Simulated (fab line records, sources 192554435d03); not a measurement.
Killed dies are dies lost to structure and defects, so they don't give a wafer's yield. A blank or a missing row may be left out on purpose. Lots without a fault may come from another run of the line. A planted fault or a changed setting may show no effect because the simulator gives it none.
A struck lot beside a sound one | flow n5_finfet | 36 steps out of a route of 1938
Sound: wafers L968.1, L968.3, L968.5. Struck: wafers L984.1, L984.2, L984.4. The cause comes at the end.
At each step with rows: each side's tool, then ch and its chambers, then its first start. Under that, the readings that differ: sound wafers | struck wafers | difference of the means | sigmas: that difference in standard deviations of wafers without a fault.
alike: readings whose means differ by less than 2 such deviations, and words and numbers that are the same on both sides. not compared: withheld readings, readings that some wafer has no value for, bounds like >300 that may hide the same value, and numbers for which the record gives no deviation and whose values overlap.
The two part at a step that has a row with sigmas, a row that says differs or no value, or rows on one side only. Numbers that don't overlap but have no deviation are shown without sigmas and don't part them. A reading that every wafer of one side lacks parts them only if that side has two wafers or more.

first, 9 steps without rows for these wafers: N5_BEOL_M4_ANNEAL_95 (time 240 s); N5_BEOL_M4_SPUTTER_96 (material Cu, target thk 4.5 nm, time 8.29 s); N5_BEOL_M4_ECD_50 (material Cu, target thk 300 nm); N5_BEOL_M4_ANNEAL_51 (time 90 s); N5_BEOL_M4_CMP_52 (polishes, stops on SiOC, t overpolish 6.8 s, target thk 40 nm); N5_BEOL_M4_PRE_CLEAN_60 (time 15 s); N5_BEOL_M4_CO_CAP_55 (material Co, precursor CCTBA/H2, target thk 2 nm, time 102.1 s); N5_BEOL_M4_PRE_CLEAN_56 (time 15 s); N5_BEOL_M4_DEP_57 (deposits SiCN from 3MS/NH3, target thk 8 nm, time 14 s).
N5_BEOL_M4_RC_MEAS_101:
  sound on prober-01 ch 0, day 9 08:35; struck on prober-02 ch 0, day 13 17:06
  alike: DIBL_N, DIBL_P, IOFF_N, IOFF_P, ION_N, ION_P, SS_N, SS_P, VT_N, VT_P
then, 24 steps without rows for these wafers: N5_BEOL_M5_ILD_DEP_00 (deposits SiCOH lowk from DEMS/porogen, target thk 140.64 nm, time 25.9 s); N5_BEOL_M5_CURE_79 (cures SiCOH lowk, time 240 s); N5_BEOL_M5_PECVD_70 (deposits SiO2 from TEOS/O2, target thk 16 nm, time 18 s); N5_BEOL_M5_HM_DEP_02 (deposits TiN, target thk 20 nm); N5_BEOL_M5_COAT_59 (time 60 s, resist thk 60 nm); N5_BEOL_M5_COAT_60 (time 60 s, resist thk 12 nm); N5_BEOL_M5_COAT_71 (time 60 s, resist thk 5 nm); N5_BEOL_M5_COAT_05 (resist thk 30 nm); N5_BEOL_M5_EBR_07; N5_BEOL_M5_SOFTBAKE_06 (time 60 s); N5_BEOL_M5_EXPOSE_08 (exposes mask M5, target cd 28 nm); N5_BEOL_M5_PEB_09 (peb time 60 s); N5_BEOL_M5_DEVELOP_10 (develop time 30 s); N5_BEOL_M5_DESCUM_16 (chemistry O2, time 7 s); N5_BEOL_M5_ETCH_72 (etches underlayer in N2/H2, target depth 6.5 nm, time 5.2 s); N5_BEOL_M5_ETCH_61 (etches SiARC in CF4, target depth 15.6 nm, time 26 s); N5_BEOL_M5_ETCH_62 (etches SOC in N2/H2, target depth 75 nm, overetch 15 nm, time 112.5 s); N5_BEOL_M5_STRIP_63 (strips in N2/H2); N5_BEOL_M5_STRIP_73 (strips in N2/H2); N5_BEOL_M5_STRIP_64 (strips in CF4); N5_BEOL_M5_HM_OPEN_17 (chemistry Cl2/BCl3, target TiN, target depth 20 nm, overetch 6 nm); N5_BEOL_M5_STRIP_19 (strips in O2); N5_BEOL_M5_COAT_65 (time 60 s, resist thk 60 nm); N5_BEOL_M5_COAT_66 (time 60 s, resist thk 12 nm).
-- the record jumps here: 3 days lie between the struck wafers' starts before and after (it left off in module BEOL_M5 and takes up again in module BEOL_M10, whose first step shown is number 1533 of the route) --
N5_BEOL_M10_DEP_56: deposits SiCN from 3MS/NH3, target thk 15 nm, time 26.5 s.
  sound on pecvd-04 ch 0,1,2, day 11 17:43; struck on pecvd-03 ch 0,2, day 16 05:23
  no value came back on the struck wafers for chamber_pressure_Torr (Torr), rf_fwd_power_W (W), showerhead_plenum_p_Torr (Torr), throttle_valve_pct (%); on the sound wafers chamber_pressure_Torr (Torr) reads 2.996 3.001 3.002
-- the record jumps here: 2 days lie between the struck wafers' starts before and after (it left off in module BEOL_M10 and takes up again in module PASSIVATION, whose first step shown is number 1936 of the route) --
N5_PASSIVATION_PROBE_49:
  sound on prober-02, day 13 22:20; struck on prober-01, day 18 05:35
  reading                  | sound          | struck         | difference | sigmas
  defect_limited_yield (%) | 89.3 90.4 89.9 | 0 0 0          | -90        | -60
  killed_at_M4_up          | 12 10 22       | 1093 1123 1087 | +1086      | +99 or more
  killed_dies              | 126 113 119    | 1180 1180 1180 | +1061      | +62
  killed_on_rim            | 23 11 20       | 152 152 152    | +134       | +30
  sort_bin_5_function (%)  | 5.8 5.8 6.4    | 96.6 97.4 96.7 | +90.9      | +95
  sort_n_pass              | 1054 1067 1061 | 0 0 0          | -1061      | -59
  sort_yield_pct (%)       | 89.3 90.4 89.9 | 0 0 0          | -90        | -60
  alike: killed_at_M0_to_M3, killed_at_contacts, killed_at_front_end, killed_at_other, killed_open, killed_short, sort_bin_6_memory, sort_bin_8_speed

WHERE THEY PART
First at N5_BEOL_M10_DEP_56; last, within this record, at N5_PASSIVATION_PROBE_49.

WHY: what the simulator had put in
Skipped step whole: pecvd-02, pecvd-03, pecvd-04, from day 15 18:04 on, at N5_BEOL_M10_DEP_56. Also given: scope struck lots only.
